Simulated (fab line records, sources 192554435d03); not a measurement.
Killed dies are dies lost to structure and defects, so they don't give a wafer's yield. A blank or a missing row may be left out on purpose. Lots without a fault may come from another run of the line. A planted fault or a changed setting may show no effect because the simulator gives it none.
Chamber matching | flow n5_finfet | N5_BEOL_M5_STRIP_64 on rie_diel-03: 4 sister chambers
The step strips in CF4. 20 wafers are shown with their chamber, then 10 later ones without.

WAFERS WITH THEIR CHAMBER
wafer  | chamber | showerhead_plenum_p_Torr (Torr) | drypump_motor_current_A (A) | throttle_valve_pct (%)
L074.3 | 1       | 1.78                            | 5.6                         | 13.53
L074.4 | 2       | 1.88                            | 5.2                         | 13.83
L074.5 | 1       | 1.78                            | 5.6                         | 13.54
L076.4 | 3       | 1.74                            | 5.7                         | 14.03
L076.5 | 1       | 1.78                            | 5.5                         | 13.55
L076.6 | 2       | 1.87                            | 5.2                         | 13.85
L081.2 | 2       | 1.87                            | 5.1                         | 13.89
L081.3 | 0       | 1.66                            | 5.7                         | 13.63
L081.5 | 3       | 1.74                            | 5.7                         | 14.07
L082.2 | 3       | 1.74                            | 5.6                         | 14.08
L082.4 | 2       | 1.87                            | 5.2                         | 13.89
L082.5 | 2       | 1.87                            | 5.2                         | 13.90
L085.3 | 0       | 1.66                            | 5.7                         | 13.67
L085.4 | 1       | 1.77                            | 5.6                         | 13.59
L085.5 | 1       | 1.77                            | 5.6                         | 13.61
L090.2 | 3       | 1.73                            | 5.7                         | 14.13
L090.3 | 1       | 1.77                            | 5.5                         | 13.64
L090.6 | 2       | 1.86                            | 5.1                         | 13.95
L092.1 | 3       | 1.73                            | 5.7                         | 14.10
L092.3 | 2       | 1.86                            | 5.2                         | 13.95

SIGNATURES (means of the wafers above)
reading                  | chamber 0 | chamber 1 | chamber 2 | chamber 3 | scatter within a chamber
showerhead_plenum_p_Torr | 1.6600    | 1.7750    | 1.8686    | 1.7360    | 0.00589
drypump_motor_current_A  | 5.700     | 5.567     | 5.171     | 5.680     | 0.0472
throttle_valve_pct       | 13.6500   | 13.5767   | 13.8943   | 14.0820   | 0.042
Rule: a wafer's distance from a chamber is the root of the sum, over the readings, of the square of ((its reading less the chamber's mean) divided by the reading's scatter). The wafer belongs to the nearest chamber; if the next one is less than 2 further off, it can't be placed. The scatter: the root of (the sum of the squares of (reading less its chamber's mean) over the shown wafers, divided by (wafers less chambers)).

WAFERS WITHOUT THEIR CHAMBER
wafer  | showerhead_plenum_p_Torr (Torr) | drypump_motor_current_A (A) | throttle_valve_pct (%)
L092.6 | 1.73                            | 5.7                         | 14.11
L093.1 | 1.86                            | 5.2                         | 13.95
L093.3 | 1.77                            | 5.5                         | 13.63
L093.6 | 1.86                            | 5.2                         | 13.95
L095.1 | 1.73                            | 5.7                         | 14.15
L095.2 | 1.76                            | 5.6                         | 13.64
L095.5 | 1.73                            | 5.7                         | 14.14
L096.1 | 1.76                            | 5.6                         | 13.66
L096.3 | 1.65                            | 5.6                         | 13.73
L096.4 | 1.73                            | 5.7                         | 14.16

WHICH CHAMBER EACH WENT THROUGH
wafer  | from the rows above | in truth
L092.6 | 3                   | 3
L093.1 | 2                   | 2
L093.3 | 1                   | 1
L093.6 | 2                   | 2
L095.1 | 3                   | 3
L095.2 | 1                   | 1
L095.5 | 3                   | 3
L096.1 | 1                   | 1
L096.3 | 0                   | 0
L096.4 | 3                   | 3
Placed correctly: 10 of 10. Can't be placed from these rows: 0. Placed wrongly: 0.
